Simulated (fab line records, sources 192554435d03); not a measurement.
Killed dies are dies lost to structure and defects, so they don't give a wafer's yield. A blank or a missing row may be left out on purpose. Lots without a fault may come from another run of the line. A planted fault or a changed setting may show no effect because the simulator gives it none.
A struck lot beside a sound one | flow n5_finfet | 16 steps out of a route of 1938
Sound: wafers L807.1, L807.3, L807.6. Struck: wafers L820.2, L820.6. (L820.4 of the same lot was not struck and is left out.) The cause comes at the end.
At each step with rows: each side's tool, then ch and its chambers, then its first start. Under that, the readings that differ: sound wafers | struck wafers | difference of the means | sigmas: that difference in standard deviations of wafers without a fault.
alike: readings whose means differ by less than 2 such deviations, and words and numbers that are the same on both sides. not compared: withheld readings, readings that some wafer has no value for, bounds like >300 that may hide the same value, and numbers for which the record gives no deviation and whose values overlap.
The two part at a step that has a row with sigmas, a row that says differs or no value, or rows on one side only. Numbers that don't overlap but have no deviation are shown without sigmas and don't part them. A reading that every wafer of one side lacks parts them only if that side has two wafers or more.

first, 8 steps without rows for these wafers: N5_BEOL_M3_COAT_68 (time 60 s, resist thk 12 nm); N5_BEOL_M3_COAT_76 (time 60 s, resist thk 5 nm); N5_BEOL_M3_COAT_22 (resist thk 30 nm); N5_BEOL_M3_EBR_24; N5_BEOL_M3_SOFTBAKE_23 (time 60 s); N5_BEOL_M3_EXPOSE_25 (exposes mask V2, defocus 5 nm); N5_BEOL_M3_PEB_26 (peb time 60 s); N5_BEOL_M3_DEVELOP_27 (develop time 30 s).
N5_BEOL_M3_CD_MEAS_28: target cd 25.7 nm, target cd y 23.3 nm.
  sound on cd_sem-02 ch 0, day 8 04:31; struck on cd_sem-02 ch 0, day 11 03:53
  alike: cd_nm
N5_BEOL_M3_OVL_MEAS_29:
  sound on overlay-02 ch 0, day 8 04:32; struck on overlay-01 ch 0, day 11 03:55
  alike: V2_OVL
N5_BEOL_M3_INSPECT_30: inspects for defects (brightfield).
  sound on defect_inspect-02, day 8 04:36; struck on defect_inspect-01, day 11 03:58
  alike: raw_defect_count
N5_BEOL_M3_DESCUM_33: chemistry O2, time 7 s.
  sound on rie_diel-04 ch 0,2, day 8 04:38; struck on rie_diel-05 ch 0, day 11 04:05
  reading                     | sound       | struck  | difference | sigmas
  drypump_motor_current_A (A) | 4.9 5.2 4.9 | 6.4 6.4 | +1.4       | +3
  alike: oes_product_au, rf_vpp_V, showerhead_plenum_p_Torr, temp_c, throttle_valve_pct
  not compared: rf_hours_counter_h
N5_BEOL_M3_ETCH_77: etches underlayer in N2/H2, target depth 6.5 nm, time 5.2 s.
  sound on rie_diel-04 ch 0,2, day 8 04:40; struck on rie_diel-05 ch 0, day 11 04:08
  reading                     | sound          | struck     | difference | sigmas
  drypump_motor_current_A (A) | 4.9 5.3 4.9    | 6.5 6.5    | +1.5       | +3
  etch_rf_on_time_s (s)       | 5.12 5.17 5.13 | 10.00 9.98 | +4.85      | +32
  oes_product_au (a.u.)       | 0.70 0.82 0.69 | 0.44 0.45  | -0.29      | -3
  alike: bias_w, rf_vpp_V, showerhead_plenum_p_Torr, throttle_valve_pct
  not compared: rf_hours_counter_h
N5_BEOL_M3_ETCH_69: etches SiARC in CF4, target depth 15.6 nm, time 26 s.
  sound on rie_diel-04 ch 0,2, day 8 04:41; struck on rie_diel-05 ch 0, day 11 04:09
  reading                     | sound       | struck  | difference | sigmas
  drypump_motor_current_A (A) | 4.9 5.3 4.9 | 6.5 6.4 | +1.4       | +3
  alike: bias_w, etch_rf_on_time_s, oes_product_au, rf_vpp_V, showerhead_plenum_p_Torr, throttle_valve_pct
  not compared: rf_hours_counter_h
N5_BEOL_M4_RC_MEAS_101:
  sound on prober-01 ch 0, day 8 20:43; struck on prober-02 ch 0, day 12 06:01
  alike: DIBL_N, DIBL_P, IOFF_N, IOFF_P, ION_N, ION_P, SS_N, SS_P, VT_N, VT_P
N5_PASSIVATION_PROBE_49:
  the record has rows for the sound wafers here (prober-02, day 13 00:03) and none for the struck ones

WHERE THEY PART
First at N5_BEOL_M3_DESCUM_33; last, within this record, at N5_PASSIVATION_PROBE_49.

WHY: what the simulator had put in
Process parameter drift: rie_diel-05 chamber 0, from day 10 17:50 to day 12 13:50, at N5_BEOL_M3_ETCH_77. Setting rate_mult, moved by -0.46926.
